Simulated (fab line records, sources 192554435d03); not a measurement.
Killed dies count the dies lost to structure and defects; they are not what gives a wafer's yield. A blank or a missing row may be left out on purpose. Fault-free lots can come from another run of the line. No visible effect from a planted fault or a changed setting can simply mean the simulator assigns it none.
One fault seen from 2 desks | flow n5 finfet | each desk holds nothing but its own numbers, with what lay behind them at the end

## THE TOOL OWNER'S DESK: vapor etch-02
The tool's own readings at N5_BEOL_M0_SAQP_RECESS_114 (chemistry HF/NH3, target SiO2, target depth 14.4 nm, afs cycles 3, sublimation time 60 s): means of the sampled wafers that have a number, for each lot that ran on this tool. If a lot's mean is further than 4 standard deviations from the usual mean, the lot is out of limits and carries the mark OUT (the distance appears in the brackets).
Columns: A = drypump motor current A at N5_BEOL_M0_SAQP_RECESS_114, usual 5.41 A
lot  | first seen here | A
L790 | day 5 22:43     | 5.36
L793 | day 6 13:38     | 5.45
L807 | day 10 04:23    | 5.45
L808 | day 10 06:28    | 5.43
L809 | day 10 16:07    | 5.37
L810 | day 10 21:43    | 5.36
L811 | day 11 03:38    | 5.38
Finding of this desk: none of the 7 lots has anything out of limits.

## METROLOGY DESK
What the gauges read, lot by lot, whatever tool the lot ran on: means of the sampled wafers that have a number. If a lot's mean is further than 4 standard deviations from the usual mean, the lot is out of limits and carries the mark OUT (the distance appears in the brackets). Readings shown: 7 of its 10, picked as those furthest out on some lot.
Columns: A = DIBL_N at N5_BEOL_M4_RC_MEAS_101, usual 36.5 mV/V; B = DIBL_P at N5_BEOL_M4_RC_MEAS_101, usual 36.3 mV/V; C = IOFF_P at N5_BEOL_M4_RC_MEAS_101, usual 0.21 nA/um; D = ION_N at N5_BEOL_M4_RC_MEAS_101, usual 676 uA/um; E = ION_P at N5_BEOL_M4_RC_MEAS_101, usual 462 uA/um; F = VT_N at N5_BEOL_M4_RC_MEAS_101, usual 249 mV; G = VT_P at N5_BEOL_M4_RC_MEAS_101, usual -250 mV
lot  | first seen here | A    | B    | C    | D   | E   | F   | G
L790 | day 8 10:57     | 36.7 | 37.9 | 0.18 | 679 | 452 | 251 | -255
L793 | day 9 09:56     | 38.2 | 37.4 | 0.25 | 681 | 467 | 247 | -247
L794 | day 9 14:08     | 36.2 | 33.9 | 0.19 | 665 | 460 | 254 | -250
L807 | day 12 20:24    | 35.4 | 34.9 | 0.17 | 657 | 451 | 255 | -256
L808 | day 13 01:03    | 37.1 | 37.6 | 0.21 | 675 | 462 | 250 | -249
L809 | day 13 05:24    | 36.4 | 35.6 | 0.19 | 671 | 459 | 250 | -251
L811 | day 13 22:10    | 37.1 | 36.2 | 0.22 | 682 | 469 | 248 | -248
L810 | day 13 22:52    | 36.7 | 36.8 | 0.23 | 665 | 463 | 250 | -248
Finding of this desk: none of the 8 lots has anything out of limits.

## ALL TOGETHER
Nothing out of limits was seen by the tool owner's desk.
Metrology desk: nothing out of limits seen.

## WHAT THE SIMULATOR PUT IN
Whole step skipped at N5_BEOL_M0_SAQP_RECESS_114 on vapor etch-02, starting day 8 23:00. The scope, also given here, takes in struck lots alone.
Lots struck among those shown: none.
